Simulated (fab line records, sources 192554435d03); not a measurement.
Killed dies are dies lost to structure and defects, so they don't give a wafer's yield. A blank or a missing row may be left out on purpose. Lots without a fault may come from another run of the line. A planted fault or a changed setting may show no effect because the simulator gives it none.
Chamber matching | flow n5_finfet | N5_BEOL_M11_CURE_72 on uv_cure-01: 3 sister chambers
The step cures SiCOH lowk, time 120 s. 6 wafers are shown with their chamber, then 7 later ones without.

WAFERS WITH THEIR CHAMBER
wafer  | chamber | wafer_temp_C_max | lamp_power_pct (%)
L082.4 | 2       | 371.8            | 52.31
L082.6 | 2       | 371.0            | 52.34
L089.4 | 0       | 373.6            | 52.34
L089.6 | 0       | 372.6            | 52.39
L090.2 | 1       | 371.2            | 52.26
L090.3 | 1       | 371.0            | 52.29

WAFERS WITHOUT THEIR CHAMBER
wafer  | wafer_temp_C_max | lamp_power_pct (%)
L090.4 | 370.9            | 52.38
L093.1 | 371.5            | 52.35
L093.3 | 371.5            | 52.32
L093.4 | 371.8            | 52.27
L096.1 | 372.2            | 52.28
L096.4 | 372.5            | 52.33
L096.6 | 372.6            | 52.25

WHICH CHAMBER EACH WENT THROUGH
wafer  | from the rows above          | in truth
L090.4 | can't be placed: 2 or 1 or 0 | 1
L093.1 | can't be placed: 2 or 1      | 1
L093.3 | can't be placed: 2 or 1      | 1
L093.4 | can't be placed: 1 or 2      | 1
L096.1 | can't be placed: 1 or 2 or 0 | 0
L096.4 | can't be placed: 0 or 2 or 1 | 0
L096.6 | can't be placed: 1 or 2 or 0 | 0
Placed correctly: 0 of 7. Can't be placed from these rows: 7 (the true chamber is among the candidates in 7). Placed wrongly: 0.
How it was worked out, from the rows above alone: a wafer's distance from a chamber is the root of the sum, over the readings, of the square of ((its reading less the chamber's mean) divided by the reading's scatter). The wafer belongs to the nearest chamber; if the next one is less than 2 further off, it can't be placed. A chamber's mean is the mean of its shown wafers. The scatter: the root of (the sum of the squares of (reading less its chamber's mean) over the shown wafers, divided by (wafers less chambers)).
